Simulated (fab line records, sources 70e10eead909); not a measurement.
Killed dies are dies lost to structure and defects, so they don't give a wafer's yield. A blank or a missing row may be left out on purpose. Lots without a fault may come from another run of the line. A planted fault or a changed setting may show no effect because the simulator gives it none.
Which tool did it? | flow nand_harc | 14 lots, 42 wafers sampled, at 4 steps of a route of 1302

WHAT THE GAUGES READ, wafer by wafer
The record holds no reading of a measuring or inspecting step that can be judged against a usual standard deviation.

WHICH TOOL RAN EACH LOT (tool, then ch and the chambers of the sampled wafers, then the start)
lot  | NHARC_P_M0_ETCH_34                 | NHARC_P_M0_STRIP_18                | NHARC_P_M0_ANNEAL_30             | NHARC_P_M1_EXPOSE_06
L278 | rie_diel-04 ch 2,3, day 6 14:23    | rie_diel-04 ch 0,1,3, day 6 14:44  | rtp_anneal-02 ch 0, day 6 16:01  | arfi_scanner-03 ch 0, day 6 18:01
L280 | rie_diel-02 ch 1,2,3, day 7 10:20  | rie_diel-03 ch 0,2, day 7 10:39    | rtp_anneal-01 ch 0, day 7 11:55  | arfi_scanner-02 ch 0, day 7 14:09
L283 | rie_diel-03 ch 1,2, day 8 16:49    | rie_diel-02 ch 0,1,3, day 8 17:09  | rtp_anneal-01 ch 0, day 8 18:27  | arfi_scanner-02 ch 0, day 8 20:29
L284 | rie_diel-02 ch 0,1,3, day 8 22:59  | rie_diel-04 ch 1,2, day 8 23:16    | rtp_anneal-02 ch 0, day 9 00:36  | arfi_scanner-03, day 9 02:38
L285 | rie_diel-02 ch 0,1,2, day 9 11:52  | rie_diel-04 ch 0,2,3, day 9 12:11  | rtp_anneal-02 ch 0, day 9 13:35  | arfi_scanner-03, day 9 15:30
L290 | rie_diel-03 ch 0,2,3, day 11 07:16 | rie_diel-04 ch 0,1,3, day 11 07:32 | rtp_anneal-01 ch 0, day 11 08:52 | arfi_scanner-03 ch 0, day 11 10:52
L292 | rie_diel-04 ch 0,1,3, day 12 05:28 | rie_diel-04 ch 0,1,3, day 12 05:47 | rtp_anneal-02 ch 0, day 12 07:07 | arfi_scanner-03 ch 0, day 12 09:06
L293 | rie_diel-02 ch 0,2,3, day 12 20:25 | rie_diel-02 ch 0,3, day 12 20:50   | rtp_anneal-01 ch 0, day 12 22:14 | arfi_scanner-03 ch 0, day 13 00:03
L294 | rie_diel-03 ch 1,2,3, day 13 07:43 | rie_diel-03 ch 0,1,2, day 13 08:01 | rtp_anneal-01 ch 0, day 13 09:26 | arfi_scanner-01 ch 0, day 13 11:30
L295 | rie_diel-04 ch 1,2, day 13 08:31   | rie_diel-03 ch 2,3, day 13 08:49   | rtp_anneal-02 ch 0, day 13 10:06 | arfi_scanner-02 ch 0, day 13 12:10
L296 | rie_diel-02 ch 1,2,3, day 13 22:46 | rie_diel-04 ch 0,1,3, day 13 23:06 | rtp_anneal-02 ch 0, day 14 00:25 | arfi_scanner-01 ch 0, day 14 02:29
L297 | rie_diel-03 ch 0,1, day 14 15:13   | rie_diel-02 ch 1,2, day 14 15:30   | rtp_anneal-02 ch 0, day 14 16:50 | arfi_scanner-01 ch 0, day 14 18:44
L298 | rie_diel-03 ch 0,1, day 14 18:00   | rie_diel-02 ch 0,1,2, day 14 18:20 | rtp_anneal-01 ch 0, day 14 19:46 | arfi_scanner-01 ch 0, day 14 21:35
L299 | rie_diel-03 ch 0,3, day 15 04:39   | rie_diel-03 ch 0,1,3, day 15 05:01 | rtp_anneal-02 ch 0, day 15 06:22 | arfi_scanner-03 ch 0, day 15 08:40
- NHARC_P_M0_ETCH_34: etches the open film in N2/H2, target depth 40 nm, overetch 12 nm, time 43.94 s.
- NHARC_P_M0_STRIP_18: strips in N2/H2.
- NHARC_P_M0_ANNEAL_30: time 90 s.
- NHARC_P_M1_EXPOSE_06: exposes mask P M1, target cd 130 nm.

WHAT THE TOOLS THEMSELVES READ (means of the sampled wafers that have a number; where no wafer has one, the mark that the record gives instead)
NHARC_P_M0_ETCH_34.
lot  | tool        | drypump_motor_current_A (A) | oes_product_au (a.u.) | rf_vpp_V (V) | showerhead_plenum_p_Torr (Torr) | throttle_valve_pct (%)
L278 | rie_diel-04 | 6.0                         | 0.997                 | 432.3        | 2.11                            | 14.173
L280 | rie_diel-02 | 6.0                         | 1.008                 | 428.6        | 1.99                            | 14.170
L283 | rie_diel-03 | 5.9                         | 1.003                 | 430.9        | 2.06                            | 14.164
L284 | rie_diel-02 | 5.9                         | 0.996                 | 430.8        | 2.05                            | 14.164
L285 | rie_diel-02 | 5.9                         | 1.001                 | 430.3        | 2.01                            | 14.174
L290 | rie_diel-03 | 6.3                         | 1.013                 | 430.2        | 2.02                            | 14.176
L292 | rie_diel-04 | 5.6                         | 0.994                 | 429.2        | 2.01                            | 14.169
L293 | rie_diel-02 | 5.9                         | 0.996                 | 429.9        | 2.02                            | 14.175
L294 | rie_diel-03 | 6.2                         | 1.001                 | 430.3        | 2.03                            | 14.174
L295 | rie_diel-04 | 5.8                         | 1.003                 | 430.8        | 2.04                            | 14.181
L296 | rie_diel-02 | 6.0                         | 1.000                 | 428.1        | 1.97                            | 14.173
L297 | rie_diel-03 | 5.6                         | 0.993                 | 431.8        | 2.11                            | 14.174
L298 | rie_diel-03 | 5.7                         | 0.997                 | 431.8        | 2.09                            | 14.167
L299 | rie_diel-03 | 5.9                         | 0.989                 | 431.2        | 2.07                            | 14.173

NHARC_P_M0_STRIP_18.
lot  | tool        | drypump_motor_current_A (A) | oes_product_au (a.u.) | rf_vpp_V (V) | showerhead_plenum_p_Torr (Torr) | throttle_valve_pct (%)
L278 | rie_diel-04 | 5.6                         | 1.004                 | 90.4         | 2.01                            | 14.168
L280 | rie_diel-03 | 6.0                         | 1.000                 | 89.8         | 2.04                            | 14.172
L283 | rie_diel-02 | 5.9                         | 1.000                 | 90.9         | 2.05                            | 14.167
L284 | rie_diel-04 | 6.1                         | 1.003                 | 90.8         | 2.08                            | 14.178
L285 | rie_diel-04 | 5.8                         | 0.998                 | 90.4         | 2.05                            | 14.167
L290 | rie_diel-04 | 5.6                         | 0.997                 | 90.2         | 2.01                            | 14.165
L292 | rie_diel-04 | 5.6                         | 0.997                 | 90.1         | 2.01                            | 14.173
L293 | rie_diel-02 | 5.8                         | 1.006                 | 90.3         | 2.08                            | 14.172
L294 | rie_diel-03 | 6.0                         | 1.003                 | 90.4         | 2.04                            | 14.181
L295 | rie_diel-03 | 6.5                         | 0.998                 | 90.2         | 1.96                            | 14.174
L296 | rie_diel-04 | 5.6                         | 1.005                 | 90.7         | 2.00                            | 14.168
L297 | rie_diel-02 | 6.0                         | 0.997                 | 90.5         | 1.94                            | 14.183
L298 | rie_diel-02 | 5.9                         | 1.003                 | 90.7         | 1.99                            | 14.170
L299 | rie_diel-03 | 5.8                         | 0.996                 | 90.8         | 2.08                            | 14.166

NHARC_P_M0_ANNEAL_30.
lot  | tool          | wafer_temp_C_max
L278 | rtp_anneal-02 | 226.9
L280 | rtp_anneal-01 | 226.0
L283 | rtp_anneal-01 | 226.1
L284 | rtp_anneal-02 | 226.6
L285 | rtp_anneal-02 | 226.7
L290 | rtp_anneal-01 | 226.3
L292 | rtp_anneal-02 | 226.6
L293 | rtp_anneal-01 | 226.1
L294 | rtp_anneal-01 | 226.0
L295 | rtp_anneal-02 | 226.5
L296 | rtp_anneal-02 | 226.2
L297 | rtp_anneal-02 | 226.7
L298 | rtp_anneal-01 | 226.0
L299 | rtp_anneal-02 | 226.7

NHARC_P_M1_EXPOSE_06.
lot  | tool            | exposure_dose_mJ_cm2 | focus_offset_nm (nm)
L278 | arfi_scanner-03 | 81.80                | 0.2
L280 | arfi_scanner-02 | 81.72                | 0.4
L283 | arfi_scanner-02 | 81.83                | -0.1
L284 | arfi_scanner-03 | -                    | -
L285 | arfi_scanner-03 | -                    | -
L290 | arfi_scanner-03 | 81.79                | -0.2
L292 | arfi_scanner-03 | 81.71                | -0.0
L293 | arfi_scanner-03 | 81.92                | 0.3
L294 | arfi_scanner-01 | 81.75                | -0.1
L295 | arfi_scanner-02 | 81.90                | -0.4
L296 | arfi_scanner-01 | 81.72                | 0.5
L297 | arfi_scanner-01 | 81.96                | -0.4
L298 | arfi_scanner-01 | 81.82                | 0.1
L299 | arfi_scanner-03 | 81.79                | -0.8

THE ANSWER, worked out from the rows above alone
Rule: what is usual is taken from the lots themselves. Put in order of their means at a reading, lots are off if they are a third of the lots or fewer, leave a main group of 4 or more, and stand apart from it by a gap of 3 or more times the standard deviation of the main group's means; of several such gaps the widest counts. A main group whose means are all the same, to the digits that the tables above print for the reading, isn't used. A lot without any number at a reading at which 4 lots or more have one is off too. The other lots that the step has rows for count as sound. The gauges are gone through in route order, then the tools' own readings, and for those a lot's mean is taken as printed above. The first step at which some lot is off is used, and at that step the reading that is off furthest; a lot without a number counts as furthest.
Off: L284, L285, at NHARC_P_M1_EXPOSE_06 (exposure_dose_mJ_cm2). Without a number there: L284, L285. The main group: mean 81.81, standard deviation 0.078.
A tool fits if, at that step or a process step before it, it ran every lot that is off, and no sound lot after the first of them. None of those tried fits.

WHAT THE SIMULATOR HAD PUT IN
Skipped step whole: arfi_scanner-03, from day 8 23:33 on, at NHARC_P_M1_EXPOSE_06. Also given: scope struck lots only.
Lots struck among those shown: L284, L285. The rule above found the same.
